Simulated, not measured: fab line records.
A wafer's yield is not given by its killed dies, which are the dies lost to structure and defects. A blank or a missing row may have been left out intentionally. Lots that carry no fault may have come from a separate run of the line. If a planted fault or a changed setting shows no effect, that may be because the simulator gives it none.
Problem report, 8D (eight disciplines) form, completed by code    flow n5-finfet    the parts of the form that need people (team, actions taken, sign-off) are left out

== 1. THE ISSUE ==
rf-fwd-power-W at N5_BEOL_M8_ETCH_66 reads a mean of 1038 W on 6 wafers of 2 lots; wafers without a fault read 835 W with a standard deviation of 3.1. That is +65 standard deviations from the usual mean.
The step: etches SOC in N2/H2, target depth 80 nm, overetch 16 nm, time 120 s.
The first sign was on wafer L193.1 at day 13 13:10, on rie-diel-06. The record has a number at this step for 18 wafers belonging to 6 lots. Rule for "out", or "out of limits": more than 4 standard deviations from the usual mean. The rest of the wafers with a number are treated as sound.

== 2. WHAT IT IS, WHAT IT ISN'T ==
question                     is                        is not
which readings at this step  rf-fwd-power-W, rf-vpp-V  drypump-motor-current-A, oes-product-au, showerhead-plenum-p-Torr, throttle-valve-pct
which lots                   L193, L194                L175, L182, L196, L197
which wafers of those lots   all that have a number    -
read on which tools          rie-diel-06               rie-diel-01, rie-diel-03
when                         from day 13 13:10         up to then (6 sound wafers); but 6 sound wafers of L196, L197 came after

== 3. WHAT RULES OUT EACH SUSPECT ==
Counting: any tool at a process step up to the reading is kept as a suspect provided that every lot that is out went through it and no sound lot did after the first of them.
- rie-diel-06 at N5_BEOL_M8_DESCUM_33 (chemistry O2, time 7 s): kept. All lots that are out passed through it, beginning with L193 at day 13 13:05, and no sound lot followed; its final sound lot before that point was L175 at day 9 18:21.
- rie-diel-06 at N5_BEOL_M8_ETCH_72 (etches underlayer in N2/H2, target depth 6.5 nm, time 5.2 s): kept. All lots that are out passed through it, beginning with L193 at day 13 13:07, and no sound lot followed; its final sound lot before that point was L175 at day 9 18:23.
- rie-diel-06 at N5_BEOL_M8_ETCH_65 (etches SiARC in CF4, target depth 15.6 nm, time 26 s): kept. All lots that are out passed through it, beginning with L193 at day 13 13:08, and no sound lot followed; its final sound lot before that point was L175 at day 9 18:24.
- rie-diel-06 at N5_BEOL_M8_ETCH_66 (etches SOC in N2/H2, target depth 80 nm, overetch 16 nm, time 120 s): kept. All lots that are out passed through it, beginning with L193 at day 13 13:10, and no sound lot followed; its final sound lot before that point was L175 at day 9 18:26. Out on those wafers are its own readings of rf-fwd-power-W, rf-vpp-V.
Left after counting: rie-diel-06 at N5_BEOL_M8_DESCUM_33, rie-diel-06 at N5_BEOL_M8_ETCH_72, rie-diel-06 at N5_BEOL_M8_ETCH_65, rie-diel-06 at N5_BEOL_M8_ETCH_66.

== 4. THE CAUSE (what the simulator had put in) ==
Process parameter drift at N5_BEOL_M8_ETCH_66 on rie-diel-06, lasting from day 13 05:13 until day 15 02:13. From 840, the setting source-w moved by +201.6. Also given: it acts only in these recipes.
Counting left 4 suspects, and this tool is among them.

== 5. THE EFFECT CHAIN, in route order ==
Each row: a reading whose mean over the struck wafers that have a number lies more than 3 standard deviations from the usual. Readings are gone through only where the record gives a usual standard deviation; hours: the median, over the lots, of the time from a lot's start at the first step in this table giving one to that lot's start at this step; sigmas: the change measured in usual standard deviations.
hours  step                reading         usual    on struck wafers  change  sigmas
0      N5_BEOL_M8_ETCH_66  rf-fwd-power-W  835 W    1038              +203    +65
0      N5_BEOL_M8_ETCH_66  rf-vpp-V        523.8 V  487.0             -36.8   -14
Here are the process steps it includes:
- N5_BEOL_M8_ETCH_66: etches SOC in N2/H2, target depth 80 nm, overetch 16 nm, time 120 s.

== 6. WHAT WOULD HAVE CAUGHT IT SOONER ==
In this record no reading fell out of limits until day 13 13:10, 8 hours after the fault had begun at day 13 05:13.
